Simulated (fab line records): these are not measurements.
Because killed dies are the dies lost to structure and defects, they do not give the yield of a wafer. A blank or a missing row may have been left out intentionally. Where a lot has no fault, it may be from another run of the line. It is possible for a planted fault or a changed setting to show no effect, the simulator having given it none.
fab line records	flow n5_finfet	part 1 of 2: steps 1 to 19 of 26
record lots=5	wafers=15	last_day=16
route steps=1938 shown BEOL_M2@865
lots that met no fault: from a run of the same line without faults
start_h: hours from the record's first day to the start of the lot's first wafer shown	wait_h: time in hours since the lot's previous step	" unchanged from the row above	L1.1+2: several wafers, shown together as one row	- value missing, or start not given	* or withheld: withheld	< > ~ a bound
route shown NAME@n: NAME is a module with steps in the file, n the number in the route of the first one	usual: the fault-free wafers' mean and standard deviation	same: alike in all rows	chamber/n: place in a boat	sites: per-site readings	_std_site: standard deviation of those values	_edge_site: inner sites' mean taken away from outer sites' mean	radius_mm: how far each site lies from the wafer's centre	mask NAME#n: copy n	behind: the last tool/chamber to shape the wafer	hold: the reason the lot was held/the length of the hold in hours/how it ended	device: the transistor (n, p or np) that didn't switch	end of line: the route-end tests of the same wafers	where a step has no rows: the recipe by itself	killed: dies lost to structure and defects at the first sort, not the wafer's yield	map: the dies of a wafer, with x for killed, . for not killed, _ for no die there
set.NAME: setting as actually run; set.NAME@STEP: the setting as run at that earlier step	model.NAME: the simulator's own value behind a step, which no gauge read
lots at selected steps of the route; one table per step, one row per wafer
services: from which hour (start_h, from the record's first day; less than 0 if before it) a tool's chamber was out of use, for how many hours, and why
## steps
# step N5_BEOL_M2_STRIP_19
# recipe chemistry=O2	power_w=400	temp_c=40	pressure_mtorr=30	rf_frequency_hz=6e+07	bias_power_w=0	overash_fraction=0.2	o2_flow_sccm=225
# usual drypump_motor_current_A=5.4/0.46	oes_product_au=0.78/0.076	rf_vpp_V=3.7/0.51	showerhead_plenum_p_Torr=2.09/0.082	temp_c=40.00/0.11	throttle_valve_pct=16.74/0.2
lot.wafer	tool	chamber	start_h	wait_h	drypump_motor_current_A	oes_product_au	rf_hours_counter_h	rf_vpp_V	showerhead_plenum_p_Torr	temp_c	throttle_valve_pct
L079.1	rie_diel-06	0	162.78	0.1	4.8	0.76	151	2.6	2.01	40.14	16.64
L079.2	"	2	"	"	5.3	0.74	179	3.9	2.09	39.89	16.87
L079.6	"	2	"	"	5.3	0.74	-	3.6	2.09	39.82	16.85
L080.1	rie_diel-05	3	164.22	0.1	6.4	0.69	228	3.6	1.98	40.15	16.73
L080.4	"	0	"	"	5.9	0.78	116	3.1	2.20	39.98	16.91
L080.5	"	2	"	"	5.4	0.90	-	3.4	2.22	40.00	16.45
L086.3	rie_diel-04	0	211.32	0.1	5.8	0.68	225	3.0	2.14	39.92	16.67
L086.5	"	1	"	"	5.9	0.74	-	2.9	1.99	40.00	16.55
L086.6	"	0	"	"	5.8	0.68	-	3.6	2.14	40.08	16.69
L085.1	rie_diel-06	3	211.62	0.1	4.9	0.95	12	3.9	2.24	39.95	16.57
L085.2	"	0	"	"	4.8	0.74	168	4.7	2.00	39.83	16.66
L085.6	"	1	"	"	5.6	0.73	-	3.9	2.08	40.03	17.02
L091.1	rie_diel-06	1	232.16	0.1	5.6	0.72	205	3.9	2.08	40.24	17.03
L091.2	"	0	"	"	4.8	0.74	176	3.6	2.00	39.94	16.68
L091.6	"	3	"	"	4.9	0.93	-	3.7	2.23	39.99	16.59
# step N5_BEOL_M2_CD_MEAS_18
# recipe pitch_nm=36	target_cd_nm=18
# usual cd_nm=18.1/0.34
lot.wafer	tool	chamber	start_h	wait_h	cd_nm
L079.1	cd_sem-03	-	162.85	0.1	17.8
L079.2	"	-	"	"	18.2
L079.6	"	-	"	"	18.6
L080.1	cd_sem-01	-	164.29	0.0	18.1
L080.4	"	-	"	"	18.5
L080.5	"	-	"	"	18.0
L086.3	cd_sem-03	-	211.39	0.1	18.5
L086.5	"	-	"	"	18.1
L086.6	"	-	"	"	18.4
L085.1	cd_sem-01	-	211.69	0.0	18.2
L085.2	"	-	"	"	17.8
L085.6	"	-	"	"	18.2
L091.1	cd_sem-02	-	232.22	0.0	17.3
L091.2	"	-	"	"	18.3
L091.6	"	-	"	"	17.3
# step N5_BEOL_M2_COAT_67
# recipe resist=SOC	temp_c=250	time_s=60	spin_rpm=1500	resist_thk_nm=60
# usual dispense_pressure_kPa=53.7/1.7	heater_power_total_W=500.5/1.8
lot.wafer	tool	chamber	start_h	wait_h	dispense_pressure_kPa	heater_power_total_W
L079.1	litho_track-05	0	162.89	0.0	51.0	502.6
L079.2	"	0	"	"	51.0	502.9
L079.6	"	0	"	"	51.0	499.3
L080.1	litho_track-02	0	164.32	0.0	55.2	499.3
L080.4	"	0	"	"	55.2	502.8
L080.5	"	0	"	"	55.2	501.0
L086.3	litho_track-02	0	211.42	0.0	55.2	497.5
L086.5	"	0	"	"	55.2	502.5
L086.6	"	0	"	"	55.2	498.4
L085.1	litho_track-03	0	211.72	0.0	54.3	502.9
L085.2	"	0	"	"	54.4	500.4
L085.6	"	0	"	"	54.4	501.7
L091.1	litho_track-02	0	232.26	0.0	55.2	498.9
L091.2	"	0	"	"	55.2	498.2
L091.6	"	0	"	"	55.1	498.0
# step N5_BEOL_M2_COAT_68
# recipe resist=SiARC	temp_c=220	time_s=60	spin_rpm=1500	resist_thk_nm=12
# usual dispense_pressure_kPa=53.7/1.7	heater_power_total_W=427.6/2
lot.wafer	tool	chamber	start_h	wait_h	dispense_pressure_kPa	heater_power_total_W
L079.1	litho_track-05	0	-	-	50.9	429.5
L079.2	"	0	"	"	50.9	430.1
L079.6	"	0	"	"	50.9	430.1
L080.1	litho_track-02	0	-	-	55.2	427.0
L080.4	"	0	"	"	55.2	428.9
L080.5	"	0	"	"	55.2	430.8
L086.3	litho_track-02	0	-	-	55.2	427.2
L086.5	"	0	"	"	55.2	430.8
L086.6	"	0	"	"	55.2	429.5
L085.1	litho_track-03	0	-	-	54.2	426.6
L085.2	"	0	"	"	54.3	428.1
L085.6	"	0	"	"	54.2	427.8
L091.1	litho_track-02	0	-	-	55.2	427.6
L091.2	"	0	"	"	55.2	425.8
L091.6	"	0	"	"	55.2	424.6
# step N5_BEOL_M2_COAT_76
# recipe resist=underlayer	temp_c=205	time_s=60	spin_rpm=1500	resist_thk_nm=5
# usual dispense_pressure_kPa=53.7/1.7	heater_power_total_W=391.8/1.3
lot.wafer	tool	chamber	start_h	wait_h	dispense_pressure_kPa	heater_power_total_W
L079.1	litho_track-05	0	-	-	51.0	392.3
L079.2	"	0	"	"	51.0	392.0
L079.6	"	0	"	"	51.0	392.1
L080.1	litho_track-02	0	-	-	55.2	392.2
L080.4	"	0	"	"	55.2	392.0
L080.5	"	0	"	"	55.2	390.9
L086.3	litho_track-02	0	-	-	55.2	390.2
L086.5	"	0	"	"	55.2	391.5
L086.6	"	0	"	"	55.1	392.7
L085.1	litho_track-03	0	-	-	54.3	390.3
L085.2	"	0	"	"	54.3	392.0
L085.6	"	0	"	"	54.3	391.2
L091.1	litho_track-02	0	-	-	55.2	393.1
L091.2	"	0	"	"	55.2	391.7
L091.6	"	0	"	"	55.1	393.1
# step N5_BEOL_M2_COAT_22
# recipe resist=CAR-EUV	spin_rpm=1500	resist_thk_nm=30
# usual dispense_pressure_kPa=53.7/1.7
lot.wafer	tool	chamber	start_h	wait_h	dispense_pressure_kPa
L079.1	litho_track-05	0	-	-	50.9
L079.2	"	0	"	"	51.0
L079.6	"	0	"	"	50.9
L080.1	litho_track-02	0	-	-	55.2
L080.4	"	0	"	"	55.2
L080.5	"	0	"	"	55.2
L086.3	litho_track-02	0	-	-	55.2
L086.5	"	0	"	"	55.2
L086.6	"	0	"	"	55.2
L085.1	litho_track-03	0	-	-	54.3
L085.2	"	0	"	"	54.3
L085.6	"	0	"	"	54.3
L091.1	litho_track-02	0	-	-	55.2
L091.2	"	0	"	"	55.2
L091.6	"	0	"	"	55.3
# step N5_BEOL_M2_EBR_24
# recipe solvent=PGMEA	ebr_width_mm=1.5
lot.wafer	tool	chamber	start_h	wait_h
L079.1+2+6	litho_track-05	0	-	-
L080.1+4+5	litho_track-02	0	-	-
L086.3+5+6	litho_track-02	0	-	-
L085.1+2+6	litho_track-03	0	-	-
L091.1+2+6	litho_track-02	0	-	-
# step N5_BEOL_M2_SOFTBAKE_23
# recipe temp_c=110	time_s=60	resist=CAR-EUV
# usual heater_power_total_W=175.4/1.6
lot.wafer	tool	chamber	start_h	wait_h	heater_power_total_W
L079.1	litho_track-05	0	-	-	177.1
L079.2	"	0	"	"	176.8
L079.6	"	0	"	"	176.9
L080.1	litho_track-02	0	-	-	173.0
L080.4	"	0	"	"	177.5
L080.5	"	0	"	"	173.3
L086.3	litho_track-02	0	-	-	175.1
L086.5	"	0	"	"	176.3
L086.6	"	0	"	"	173.2
L085.1	litho_track-03	0	-	-	173.0
L085.2	"	0	"	"	176.2
L085.6	"	0	"	"	176.1
L091.1	litho_track-02	0	-	-	174.5
L091.2	"	0	"	"	176.9
L091.6	"	0	"	"	177.3
# step N5_BEOL_M2_EXPOSE_25
# recipe mask_id=V1	na=0.33	source_shape=quasar	sigma_inner=0.2	sigma_outer=0.8	polarization=unpolarized	defocus_nm=5	dose_mj=63
# usual reticle_temp_C=23.01/0.11
# same sigma_inner=0.2
lot.wafer	tool	chamber	start_h	wait_h	mask	reticle_temp_C
L079.1	euv_scanner-02	0	163.15	-	V1#0	22.89
L079.2	"	0	"	"	V1#0	22.87
L079.6	"	0	"	"	V1#0	22.92
L080.1	euv_scanner-02	0	164.46	-	V1#0	23.13
L080.4	"	0	"	"	V1#0	23.11
L080.5	"	0	"	"	V1#0	23.26
L086.3	euv_scanner-02	0	211.70	-	V1#0	23.06
L086.5	"	0	"	"	V1#0	23.04
L086.6	"	0	"	"	V1#0	22.92
L085.1	euv_scanner-02	0	211.86	-	V1#0	23.03
L085.2	"	0	"	"	V1#0	23.06
L085.6	"	0	"	"	V1#0	22.98
L091.1	euv_scanner-02	0	232.40	-	V1#0	23.05
L091.2	"	0	"	"	V1#0	23.09
L091.6	"	0	"	"	V1#0	23.13
# step N5_BEOL_M2_PEB_26
# recipe peb_temp_c=100	peb_time_s=60	resist=CAR-EUV
# usual heater_power_total_W=154.1/1.1
lot.wafer	tool	chamber	start_h	wait_h	heater_power_total_W
L079.1	litho_track-05	0	163.23	0.1	152.3
L079.2	"	0	"	"	154.8
L079.6	"	0	"	"	153.9
L080.1	litho_track-02	0	164.54	0.1	155.3
L080.4	"	0	"	"	152.8
L080.5	"	0	"	"	155.5
L086.3	litho_track-02	0	211.77	0.1	155.1
L086.5	"	0	"	"	155.1
L086.6	"	0	"	"	154.8
L085.1	litho_track-02	0	211.94	0.1	153.1
L085.2	"	0	"	"	155.5
L085.6	"	0	"	"	154.1
L091.1	litho_track-03	0	232.48	0.1	155.1
L091.2	"	0	"	"	154.5
L091.6	"	0	"	"	154.4
# step N5_BEOL_M2_DEVELOP_27
# recipe develop_time_s=30	developer=TMAH	resist=CAR-EUV	rinse_liquid=surfactant_rinse	dry=air_spin	dev_temp_c=23
# usual developer_temp_C=23.00/0.097
lot.wafer	tool	chamber	start_h	wait_h	developer_temp_C
L079.1	litho_track-05	0	-	-	22.92
L079.2	"	0	"	"	22.97
L079.6	"	0	"	"	22.92
L080.1	litho_track-02	0	-	-	22.85
L080.4	"	0	"	"	22.88
L080.5	"	0	"	"	22.89
L086.3	litho_track-02	0	-	-	23.19
L086.5	"	0	"	"	23.06
L086.6	"	0	"	"	23.17
L085.1	litho_track-02	0	-	-	23.00
L085.2	"	0	"	"	22.87
L085.6	"	0	"	"	22.95
L091.1	litho_track-03	0	-	-	23.14
L091.2	"	0	"	"	23.05
L091.6	"	0	"	"	23.16
# step N5_BEOL_M2_CD_MEAS_28
# recipe target_cd_nm=26.2	landing_energy_ev=500	detector=se_inlens	target_cd_y_nm=24.1	polarity=opening
# usual cd_nm=26.15/0.23
lot.wafer	tool	chamber	start_h	wait_h	cd_nm
L079.1	cd_sem-01	0	163.30	-	26.22
L079.2	"	0	"	"	25.93
L079.6	"	0	"	"	26.05
L080.1	cd_sem-01	0	164.61	-	25.94
L080.4	"	0	"	"	26.09
L080.5	"	0	"	"	26.08
L086.3	cd_sem-03	0	211.83	-	25.68
L086.5	"	0	"	"	25.75
L086.6	"	0	"	"	25.63
L085.1	cd_sem-02	0	212.00	-	25.59
L085.2	"	0	"	"	26.31
L085.6	"	0	"	"	26.05
L091.1	cd_sem-03	0	232.54	-	25.98
L091.2	"	0	"	"	25.95
L091.6	"	0	"	"	26.49
# step N5_BEOL_M2_OVL_MEAS_29
# recipe points_per_wafer=522
# usual V1_OVL=-0.1/0.71
lot.wafer	tool	chamber	start_h	wait_h	V1_OVL[nm]
L079.1	overlay-01	0	163.33	0.0	-0.7
L079.2	"	0	"	"	-0.8
L079.6	"	0	"	"	-0.8
L080.1	overlay-01	0	164.64	0.0	0.5
L080.4	"	0	"	"	-0.7
L080.5	"	0	"	"	-0.3
L086.3	overlay-02	0	211.87	0.0	-0.1
L086.5	"	0	"	"	-0.4
L086.6	"	0	"	"	-0.7
L085.1	overlay-01	0	212.03	0.0	1.2
L085.2	"	0	"	"	0.5
L085.6	"	0	"	"	0.3
L091.1	overlay-02	0	232.57	0.0	-1.4
L091.2	"	0	"	"	-0.8
L091.6	"	0	"	"	-0.9
# step N5_BEOL_M2_INSPECT_30
# recipe mode=adi	inspect_instrument=brightfield
# usual raw_defect_count=435/100
lot.wafer	tool	chamber	start_h	wait_h	raw_defect_count
L079.1	defect_inspect-02	-	163.38	0.1	527
L079.2	"	-	"	"	357
L079.6	"	-	"	"	265
L080.1	defect_inspect-01	-	164.69	0.1	302
L080.4	"	-	"	"	291
L080.5	"	-	"	"	347
L086.3	defect_inspect-02	-	211.92	0.0	545
L086.5	"	-	"	"	636
L086.6	"	-	"	"	558
L085.1	defect_inspect-01	-	212.09	0.1	469
L085.2	"	-	"	"	372
L085.6	"	-	"	"	543
L091.1	defect_inspect-01	-	232.63	0.1	375
L091.2	"	-	"	"	404
L091.6	"	-	"	"	413
# step N5_BEOL_M2_DESCUM_33
# recipe chemistry=O2	time_s=7	source_power_w=50	bias_power_w=20	pressure_mtorr=20	rf_frequency_hz=2.712e+07	temp_c=40	resist=CAR-EUV	o2_flow_sccm=225
# usual drypump_motor_current_A=5.5/0.49	oes_product_au=0.78/0.079	rf_vpp_V=243.0/1.4	showerhead_plenum_p_Torr=2.08/0.077	temp_c=39.99/0.12	throttle_valve_pct=20.48/0.21
lot.wafer	tool	chamber	start_h	wait_h	drypump_motor_current_A	oes_product_au	rf_hours_counter_h	rf_vpp_V	showerhead_plenum_p_Torr	temp_c	throttle_valve_pct
L079.1	rie_diel-04	2	163.45	0.1	6.3	0.86	53	241.3	2.05	40.04	20.67
L079.2	"	1	"	"	5.8	0.76	175	243.5	1.99	40.01	20.24
L079.6	"	1	"	"	5.9	0.75	-	242.5	1.99	39.88	20.23
L080.1	rie_diel-05	0	164.73	0.0	5.9	0.77	116	243.4	2.19	40.14	20.67
L080.4	"	2	"	"	5.4	0.90	44	245.8	2.22	40.11	20.19
L080.5	"	2	"	"	5.4	0.89	-	243.9	2.22	40.21	20.21
L086.3	rie_diel-06	2	211.95	0.0	5.3	0.74	195	242.6	2.08	39.98	20.60
L086.5	"	2	"	"	5.3	0.74	-	243.0	2.08	39.88	20.59
L086.6	"	1	"	"	5.6	0.72	-	242.5	2.08	40.05	20.80
L085.1	rie_diel-04	0	212.13	0.0	5.7	0.68	225	243.7	2.14	39.89	20.38
L085.2	"	2	"	"	6.3	0.85	67	242.1	2.05	40.04	20.69
L085.6	"	2	"	"	6.3	0.85	-	243.0	2.05	39.99	20.70
L091.1	rie_diel-05	2	232.68	0.0	5.4	0.86	71	246.2	2.21	40.01	20.22
L091.2	"	0	"	"	5.9	0.75	140	246.2	2.18	40.28	20.71
L091.6	"	0	"	"	5.9	0.76	-	243.1	2.18	39.90	20.70
# step N5_BEOL_M2_ETCH_77
# recipe chemistry=N2/H2	target=underlayer	target_depth_a=65	mask_material=CAR-EUV	time_s=5.2	ion_energy_ev=200	pressure_mtorr=30	source_w=840	bias_w=150	n2_flow_sccm=200	h2_flow_sccm=200	ends=cleared
# usual drypump_motor_current_A=5.5/0.49	etch_rf_on_time_s=5.18/0.14	oes_product_au=0.66/0.067	rf_vpp_V=523.7/2.8	showerhead_plenum_p_Torr=2.54/0.094	throttle_valve_pct=17.96/0.19
lot.wafer	tool	chamber	start_h	wait_h	drypump_motor_current_A	etch_rf_on_time_s	oes_product_au	rf_hours_counter_h	rf_vpp_V	showerhead_plenum_p_Torr	throttle_valve_pct
L079.1	rie_diel-04	2	163.49	0.0	6.3	5.06	0.74	53	521.7	2.48	17.99
L079.2	"	1	"	"	5.9	5.26	0.64	175	522.5	2.44	17.85
L079.6	"	1	"	"	5.9	5.32	0.62	-	521.6	2.44	17.84
L080.1	rie_diel-05	0	164.76	0.0	5.9	5.04	0.65	116	525.4	2.66	18.03
L080.4	"	2	"	"	5.4	5.39	0.74	44	527.2	2.71	17.75
L080.5	"	2	"	"	5.4	5.43	0.74	-	526.2	2.71	17.75
L086.3	rie_diel-06	2	211.99	0.0	5.3	5.14	0.61	195	524.5	2.53	18.14
L086.5	"	2	"	"	5.3	5.12	0.61	-	523.2	2.53	18.13
L086.6	"	1	"	"	5.6	5.03	0.63	-	523.2	2.53	18.33
L085.1	rie_diel-04	0	212.16	0.0	5.7	5.38	0.57	225	525.6	2.62	18.06
L085.2	"	2	"	"	6.3	5.07	0.72	67	522.7	2.47	18.01
L085.6	"	2	"	"	6.3	5.10	0.73	-	522.7	2.47	18.01
L091.1	rie_diel-05	2	232.71	0.0	5.4	5.41	0.70	71	528.5	2.70	17.78
L091.2	"	0	"	"	5.8	5.02	0.64	140	525.2	2.64	18.06
L091.6	"	0	"	"	5.9	5.00	0.64	-	529.0	2.64	18.06
# step N5_BEOL_M2_ETCH_69
# recipe chemistry=CF4	target=SiARC	target_depth_a=156	mask_material=CAR-EUV	time_s=26	ion_energy_ev=80	pressure_mtorr=40	source_w=545	bias_w=36	Ar_flow_sccm=100	cf4_flow_sccm=100	ends=cleared
# usual drypump_motor_current_A=5.5/0.49	etch_rf_on_time_s=25.9/0.69	oes_product_au=0.67/0.067	rf_vpp_V=183.9/1.3	showerhead_plenum_p_Torr=2.14/0.075	throttle_valve_pct=15.68/0.19
lot.wafer	tool	chamber	start_h	wait_h	drypump_motor_current_A	etch_rf_on_time_s	oes_product_au	rf_hours_counter_h	rf_vpp_V	showerhead_plenum_p_Torr	throttle_valve_pct
L079.1	rie_diel-04	2	163.51	0.0	6.3	25.0	0.75	53	183.7	2.10	15.74
L079.2	"	1	"	"	5.8	26.1	0.64	175	182.9	2.04	15.46
L079.6	"	1	"	"	5.9	26.3	0.63	-	182.7	2.04	15.46
L080.1	rie_diel-05	0	164.78	0.0	5.9	25.0	0.66	116	186.2	2.26	15.92
L080.4	"	2	"	"	5.4	27.0	0.74	44	184.8	2.25	15.29
L080.5	"	2	"	"	5.4	26.9	0.75	-	184.1	2.25	15.30
L086.3	rie_diel-06	2	212.01	0.0	5.3	25.3	0.62	195	184.3	2.12	15.82
L086.5	"	2	"	"	5.3	25.3	0.63	-	183.3	2.12	15.81
L086.6	"	1	"	"	5.6	25.3	0.63	-	183.1	2.13	15.98
L085.1	rie_diel-04	0	212.18	0.0	5.8	27.4	0.58	225	184.0	2.20	15.65
L085.2	"	2	"	"	6.3	25.5	0.72	67	182.4	2.09	15.77
L085.6	"	2	"	"	6.3	25.3	0.72	-	181.9	2.09	15.75
L091.1	rie_diel-05	2	232.73	0.0	5.4	26.9	0.71	71	184.1	2.24	15.33
L091.2	"	0	"	"	5.9	25.0	0.64	140	185.5	2.25	15.99
L091.6	"	0	"	"	5.9	25.3	0.64	-	185.0	2.25	15.98
# step N5_BEOL_M2_ALD_98
# recipe material=SiO2	target_thk_a=25	temp_c=100	ald_precursor_family=BDEAS	ald_co_reactant=O2-plasma	pulse_time_s=1	co_reactant_pulse_time_s=1	purge_time_s=2	co_reactant_purge_time_s=2	ald_cycles=17	pressure_torr=2
# usual heater_power_w=80/7.9	precursor_pulse_height_rel=1.002/0.019
# same ald_cycles=17	co_reactant_purge_time_s=2
lot.wafer	tool	chamber	start_h	wait_h	heater_power_w	precursor_pulse_height_rel
L079.1	ald_sin-04	3	163.59	0.1	78	1.014
L079.2	"	1	"	"	72	0.997
L079.6	"	1	"	"	72	1.027
L080.1	ald_sin-03	0	164.86	0.1	88	1.019
L080.4	"	3	"	"	83	1.003
L080.5	"	2	"	"	89	1.004
L086.3	ald_sin-02	0	212.09	0.1	99	0.966
L086.5	"	0	"	"	96	0.994
L086.6	"	1	"	"	81	1.018
L085.1	ald_sin-04	0	212.26	0.1	87	0.966
L085.2	"	1	"	"	71	0.999
L085.6	"	0	"	"	89	1.035
L091.1	ald_sin-03	2	232.81	0.1	89	1.006
L091.2	"	0	"	"	88	1.033
L091.6	"	2	"	"	88	0.969
# step N5_BEOL_M2_ETCHBACK_99
# recipe chemistry=CHF3	target=SiO2	target_depth_a=50	time_s=10.4	source_w=215	bias_w=47	Ar_flow_sccm=200	CHF3_flow_sccm=12	ion_energy_ev=100	pressure_mtorr=30
# usual drypump_motor_current_A=5.5/0.48	oes_product_au=0.78/0.081	rf_vpp_V=238/3.9	showerhead_plenum_p_Torr=2.16/0.083	throttle_valve_pct=17.15/0.23
lot.wafer	tool	chamber	start_h	wait_h	drypump_motor_current_A	oes_product_au	rf_hours_counter_h	rf_vpp_V	showerhead_plenum_p_Torr	throttle_valve_pct
L079.1	rie_diel-05	2	167.10	3.5	5.4	0.88	45	239	2.26	16.72
L079.2	"	3	"	"	6.4	0.68	229	233	2.03	17.15
L079.6	"	1	"	"	5.1	0.89	-	238	2.12	16.95
L080.1	rie_diel-05	0	170.78	5.9	5.9	0.76	119	241	2.27	17.40
L080.4	"	1	"	"	5.1	0.88	35	238	2.12	16.96
L080.5	"	1	"	"	5.1	0.89	-	238	2.12	16.96
L086.3	rie_diel-05	1	218.83	6.7	5.1	0.86	53	237	2.11	16.98
L086.5	"	1	"	"	5.1	0.86	-	237	2.11	16.99
L086.6	"	0	"	"	5.9	0.76	-	240	2.27	17.44
L085.1	rie_diel-04	2	219.45	7.1	6.3	0.84	70	237	2.11	17.34
L085.2	"	1	"	"	5.8	0.73	192	242	2.03	16.90
L085.6	"	1	"	"	5.8	0.73	-	241	2.03	16.91
L091.1	rie_diel-04	2	233.03	0.2	6.3	0.84	75	236	2.11	17.34
L091.2	"	1	"	"	5.9	0.72	197	242	2.03	16.90
L091.6	"	3	"	"	5.1	0.75	-	239	2.16	17.31
